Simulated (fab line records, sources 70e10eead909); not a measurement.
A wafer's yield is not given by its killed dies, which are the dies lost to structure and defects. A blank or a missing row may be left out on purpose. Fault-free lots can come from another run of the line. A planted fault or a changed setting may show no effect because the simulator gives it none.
A struck lot beside a sound one / flow nand-harc / 32 steps out of a route of 1302
Sound: wafers L846.1, L846.4, L846.5. Wafers struck: L832.1, L832.3, L832.5. The cause comes at the end.
At each step with rows: each side's tool, then ch and its chambers, then its first start. Under that, the readings that differ: sound wafers / struck wafers / difference of the means / sigmas: that difference in standard deviations of wafers without a fault.
alike: same words and numbers on both sides, and readings whose means sit less than 2 such deviations apart. not compared: any withheld reading, any reading some wafer has no value for, any bound like >300 that may hide the same value, and any number with overlapping values for which the record gives no deviation.
Wherever a step has rows on one side only, a row that says differs or no value, or a row with sigmas, the two part there. When numbers do not overlap yet have no deviation, they are printed without sigmas and do not part them. Lack of a reading on every wafer of one side parts them only where that side has two or more wafers.

first, 9 steps without rows for these wafers: NHARC_A_CHANNEL_HOLE_D2_COAT_37 (time 65 s); NHARC_A_CHANNEL_HOLE_D2_COAT_04 (resist thk 90 nm); NHARC_A_CHANNEL_HOLE_D2_SOFTBAKE_05 (time 55 s); NHARC_A_CHANNEL_HOLE_D2_EBR_06; NHARC_A_CHANNEL_HOLE_D2_EXPOSE_07 (exposes mask HOLE D2, target cd 100 nm); NHARC_A_CHANNEL_HOLE_D2_PEB_08 (peb time 65 s); NHARC_A_CHANNEL_HOLE_D2_DEVELOP_09 (develop time 35 s); NHARC_A_CHANNEL_HOLE_D2_DESCUM_15 (chemistry O2, time 3 s); NHARC_A_CHANNEL_HOLE_D2_ETCH_38 (etches the open film in CF4, target depth 39 nm, time 65 s).
NHARC_A_CHANNEL_HOLE_D2_ETCH_39: etches the open film in N2/H2, target depth 260 nm, time 325 s.
  sound on rie-diel-06 ch 1,2,3, day 23 20:26; struck on rie-diel-10 ch 0,1,3, day 15 22:55
  alike: drypump-motor-current-A, oes-product-au, rf-vpp-V, showerhead-plenum-p-Torr, throttle-valve-pct
  not compared: rf-hours-counter-h
then, 19 steps without rows for these wafers: NHARC_A_CHANNEL_HOLE_D2_ETCH_34 (etches the open film in CF4/CHF3, target depth 154 nm, time 77 s); NHARC_A_CHANNEL_HOLE_D2_ETCH_16 (etches the open film in O2/COS, target depth 3100 nm, time 806 s); NHARC_A_CHANNEL_HOLE_D2_ETCH_19 (etches the open film in C4F8/O2/Ar, time 34.5 s); NHARC_A_CHANNEL_HOLE_D2_ETCH_20 (etches the open film in C4F8/O2/Ar, time 361.9 s, target depth 1600 nm); NHARC_A_CHANNEL_HOLE_D2_ETCH_21 (etches the open film in C4F8/O2/Ar, time 514.3 s, target depth 1600 nm); NHARC_A_CHANNEL_HOLE_D2_ETCH_22 (etches the open film in C4F8/O2/Ar, time 666.7 s, target depth 1600 nm); NHARC_A_CHANNEL_HOLE_D2_ETCH_23 (etches the open film in C4F8/O2/Ar, time 819 s, target depth 1600 nm); NHARC_A_CHANNEL_HOLE_D2_ETCH_24 (etches the open film in C4F8/O2/Ar, time 906.2 s, target depth 1500 nm); NHARC_A_CHANNEL_HOLE_D2_ETCH_25 (etches the open film in C4F8/O2/Ar, time 1040.2 s, target depth 1500 nm); NHARC_A_CHANNEL_HOLE_D2_ETCH_26 (etches the open film in C4F8/O2/Ar, time 224.1 s, target depth 300 nm); NHARC_A_CHANNEL_HOLE_D2_ETCH_27 (etches the open film in C4F8/O2/Ar, time 90 s, target depth 400 nm); NHARC_A_CHANNEL_HOLE_D2_STRIP_41 (strips in N2/H2); NHARC_A_CHANNEL_HOLE_D2_STRIP_42 (strips in CF4/CHF3); NHARC_A_CHANNEL_HOLE_D2_STRIP_43 (strips in O2/COS); NHARC_A_CHANNEL_HOLE_D2_ETCH_44 (etches the open film in CF4/O2, target depth 140 nm, overetch 14 nm, time 77 s); NHARC_A_CHANNEL_HOLE_D2_STRIP_28 (strips in O2); NHARC_A_CHANNEL_HOLE_D2_PRECLEAN_29 (cleans in SC1); NHARC_A_CHANNEL_HOLE_D2_SRD_30; NHARC_A_CHANNEL_HOLE_D2_XSEM_32.
NHARC_A_CHANNEL_HOLE_D2_INSPECT_40:
  sound: defect-inspect-02 at day 24 07:31; struck: defect-inspect-02 at day 16 06:06
reading=raw-defect-count; sound=175 288 306; struck=626 701 611; difference=+390; sigmas=+4
then, 1 step without rows for these wafers: NHARC_A_CHANNEL_FILL_D2_PRECLEAN_00 (cleans in SC1).
-- jump in the record: it breaks off in module A_CHANNEL_FILL_D2 and resumes in module END (first step shown: number 1302 of the route), and 12 days separate the struck wafers' starts before and after --
NHARC_END_SORT_01:
  at this point the record logs the struck wafers (prober-02 ch 0, day 28 03:57) and has no rows for the sound ones

WHERE THEY PART
Earliest at NHARC_A_CHANNEL_HOLE_D2_INSPECT_40; latest, in this record, at NHARC_END_SORT_01.

WHY: whatever the simulator had introduced
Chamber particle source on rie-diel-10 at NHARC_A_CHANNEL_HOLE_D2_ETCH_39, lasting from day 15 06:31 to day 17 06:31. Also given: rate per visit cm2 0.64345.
